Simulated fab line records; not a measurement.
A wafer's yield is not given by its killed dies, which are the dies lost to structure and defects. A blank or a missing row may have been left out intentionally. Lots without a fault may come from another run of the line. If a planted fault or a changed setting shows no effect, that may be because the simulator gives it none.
Split-lot study	flow n5Finfet	7 lots, 21 wafers read, on a route of 1938 steps

ON THE SPLIT
At N5_MOL_CONTACT_COAG_EXPOSE_37 (exposes mask VD, defocus 0 nm), the setting doseMj was moved away from the recipe's 62 on 7 of the 21 wafers read, by -5.7% to -2.0%. All remaining wafers had this setting at the recipe value.

FROM THE SPLIT TO THE READING: what the file shows between them, 12 steps
- N5_MOL_CONTACT_COAG_PEB_38: peb time 60 s
- N5_MOL_CONTACT_COAG_DEVELOP_39: develop time 30 s
- N5_MOL_CONTACT_COAG_DESCUM_45: chemistry O2, time 7 s
- N5_MOL_CONTACT_COAG_ETCH_65: etches underlayer in N2/H2, target depth 13 nm, time 10.4 s
- N5_MOL_CONTACT_COAG_ETCH_66: etches SiARC in CF4, target depth 13 nm, time 21.7 s
- N5_MOL_CONTACT_COAG_ALD_133: deposits SiO2, target thk 5 nm, pulse time 1 s, co reactant pulse time 1 s
- N5_MOL_CONTACT_COAG_ETCHBACK_134: etches SiO2 in CHF3, target depth 10 nm, time 6.7 s
- N5_MOL_CONTACT_COAG_ETCH_67: etches SOC in N2/H2, target depth 60 nm, overetch 21 nm, time 101.2 s
- N5_MOL_CONTACT_COAG_STRIP_68: strips in N2/H2
- N5_MOL_CONTACT_COAG_STRIP_69: strips in N2/H2
- N5_MOL_CONTACT_COAG_PRECLEAN_138: cleans in alkaline clean, time 60 s
- N5_MOL_CONTACT_COAG_SRD_139: time 30 s

THE READING
cdNm (nm) at N5_MOL_CONTACT_COAG_CD_MEAS_101, where the cd target is 16 nm. Fault-free wafers of this fab line usually give 16.0 nm, standard deviation 0.34 nm.

wafer	tool, chamber at the split	doseMj as run	against the recipe	cdNm, nm	against lot-mates on the recipe
L076.2	euvScanner-02, 0	62	recipe	15.4	-
L076.3	euvScanner-02, 0	62	recipe	16.2	-
L076.5	euvScanner-02, 0	62	recipe	15.7	-
L078.1	euvScanner-02, 0	62	recipe	16.3	-
L078.2	euvScanner-02, 0	60.73	-2.0%	15.5	-0.6
L078.6	euvScanner-02, 0	62	recipe	16.0	-
L082.2	euvScanner-02, 0	62	recipe	16.3	-
L082.3	euvScanner-02, 0	62	recipe	16.3	-
L082.4	euvScanner-02, 0	62	recipe	16.0	-
L083.1	euvScanner-01, 0	58.92	-5.0%	15.2	-0.9
L083.2	euvScanner-01, 0	58.92	-5.0%	14.4	-1.7
L083.5	euvScanner-01, 0	62	recipe	16.1	-
L085.1	euvScanner-01, 0	62	recipe	16.1	-
L085.2	euvScanner-01, 0	62	recipe	16.1	-
L085.5	euvScanner-01, 0	62	recipe	16.0	-
L090.1	euvScanner-02, 0	60.59	-2.3%	15.1	-1.0
L090.5	euvScanner-02, 0	62	recipe	16.1	-
L090.6	euvScanner-02, 0	60.59	-2.3%	14.9	-1.2
L093.1	euvScanner-02, 0	58.47	-5.7%	15.1	-1.1
L093.3	euvScanner-02, 0	58.47	-5.7%	14.9	-1.3
L093.5	euvScanner-02, 0	62	recipe	16.2	-

FIT RESULTS
A straight line over all 21 wafers: cdNm changes by +0.227 nm for each +1% of doseMj; r = +0.85; the points scatter about the line by 0.31 nm.
The same after taking each lot's own level away (the mean of its wafers on the recipe; 21 wafers): +0.245 nm for each +1%; r = +0.89; scatter 0.28 nm.
That fit puts the effect of the largest move of doseMj on the reading at 1.4 nm.
Across the lots, their own levels run from 15.77 to 16.20 nm, a range of 1.3 times the standard deviation given above.
So the lot-to-lot level changes the slope little: the two slopes agree.
Check: for one of the wafers moved furthest among these (-5.7%), held out of the fit, the line's prediction against its lot-mates is -1.56 nm. Against them it came out at -1.1 nm.

FILE'S OWN FIT
cdNm changes by +0.253 nm for each +1% of doseMj, r = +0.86.
